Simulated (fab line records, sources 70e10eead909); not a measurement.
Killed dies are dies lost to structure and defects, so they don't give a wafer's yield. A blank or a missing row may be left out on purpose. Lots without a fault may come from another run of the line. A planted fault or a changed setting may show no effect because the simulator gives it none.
A struck lot beside a sound one | flow nand_harc | 15 steps out of a route of 1302
Sound: wafers L411.1, L411.2, L411.3. Struck: wafers L420.2, L420.3, L420.4. The cause comes at the end.
At each step with rows: each side's tool, then ch and its chambers, then its first start. Under that, the readings that differ: sound wafers | struck wafers | difference of the means | sigmas: that difference in standard deviations of wafers without a fault.
alike: readings whose means differ by less than 2 such deviations, and words and numbers that are the same on both sides. not compared: withheld readings, readings that some wafer has no value for, bounds like >300 that may hide the same value, and numbers for which the record gives no deviation and whose values overlap.
The two part at a step that has a row with sigmas, a row that says differs or no value, or rows on one side only. Numbers that don't overlap but have no deviation are shown without sigmas and don't part them. A reading that every wafer of one side lacks parts them only if that side has two wafers or more.

first, 2 steps without rows for these wafers: NHARC_A_CHANNEL_HOLE_D1_STRIP_42 (strips in CF4/CHF3); NHARC_A_CHANNEL_HOLE_D1_STRIP_43 (strips in O2/COS).
NHARC_A_CHANNEL_HOLE_D1_ETCH_44: etches the open film in CF4/O2, target depth 140 nm, overetch 14 nm, time 77 s.
  sound on rie_diel-09 ch 0,1,3, day 10 14:43; struck on rie_diel-05 ch 0,1,2, day 14 19:50
  reading                | sound    | struck | difference | sigmas
  rf_hours_counter_h (h) | 24 25 25 | 8 9 8  | -16        |
  alike: cf4_flow_sccm, drypump_motor_current_A, mfc_ar_sccm, oes_product_au, rf_vpp_V, showerhead_plenum_p_Torr, throttle_valve_pct
NHARC_A_CHANNEL_HOLE_D1_STRIP_27: strips in O2.
  sound on rie_diel-09 ch 0,1,3; struck on rie_diel-05 ch 0,2,3
  reading                | sound    | struck | difference | sigmas
  rf_hours_counter_h (h) | 25 25 24 | 8 9 9  | -16        |
  alike: drypump_motor_current_A, mfc_ar_sccm, oes_product_au, rf_vpp_V, showerhead_plenum_p_Torr, throttle_valve_pct
then, 2 steps without rows for these wafers: NHARC_A_CHANNEL_HOLE_D1_PRECLEAN_28 (cleans in SC1); NHARC_A_CHANNEL_HOLE_D1_SRD_29.
NHARC_A_CHANNEL_HOLE_D1_CD_MEAS_30:
  sound on cd_sem-02, day 10 15:37; struck on cd_sem-01, day 14 20:38
  alike: cd_nm
NHARC_A_CHANNEL_HOLE_D1_XSEM_31:
  sound on xsem-01 ch 0, day 10 15:43; struck on xsem-02 ch 0, day 14 20:43
  alike: bot_cd_nm, bow_nm, tilt_deg
NHARC_A_CHANNEL_HOLE_D1_INSPECT_40:
  sound on defect_inspect-01, day 10 15:48; struck on defect_inspect-01, day 14 20:50
  alike: raw_defect_count
then, 2 steps without rows for these wafers: NHARC_A_CHANNEL_FILL_D1_PRECLEAN_00 (cleans in SC1); NHARC_A_CHANNEL_FILL_D1_SRD_01.
NHARC_A_CHANNEL_FILL_D1_ALD_02: deposits SiO2, target thk 6 nm, pulse time 10 s, ald cycles 60.
  sound on ald_hk-01 ch 0,1,3, day 10 16:00; struck on ald_hk-01 ch 0,1,3, day 14 21:11
  alike: ald_cycles, heater_power_w, precursor_pulse_height_rel
NHARC_A_CHANNEL_FILL_D1_ALD_03: deposits SiNx, target thk 6 nm, pulse time 60 s, ald cycles 58.
  sound on ald_sin_batch-02 ch 0, day 10 19:26; struck on ald_sin_batch-01 ch 0, day 15 00:37
  reading    | sound    | struck      | difference | sigmas
  ald_cycles | 58 58 58 | 106 106 106 | +48        |
  alike: precursor_pulse_height_rel
NHARC_A_CHANNEL_FILL_D1_ALD_14: deposits SiO2, target thk 2.5 nm, pulse time 10 s, ald cycles 25.
  sound on ald_hk-01 ch 0,1,3, day 10 23:41; struck on ald_hk-03 ch 0,2,3, day 15 04:14
  alike: ald_cycles, heater_power_w, precursor_pulse_height_rel
NHARC_END_SORT_01:
  the record has rows for the sound wafers here (prober-01 ch 0, day 26 01:41) and none for the struck ones

WHERE THEY PART
Only at NHARC_END_SORT_01, within this record.

WHY: what the simulator had put in
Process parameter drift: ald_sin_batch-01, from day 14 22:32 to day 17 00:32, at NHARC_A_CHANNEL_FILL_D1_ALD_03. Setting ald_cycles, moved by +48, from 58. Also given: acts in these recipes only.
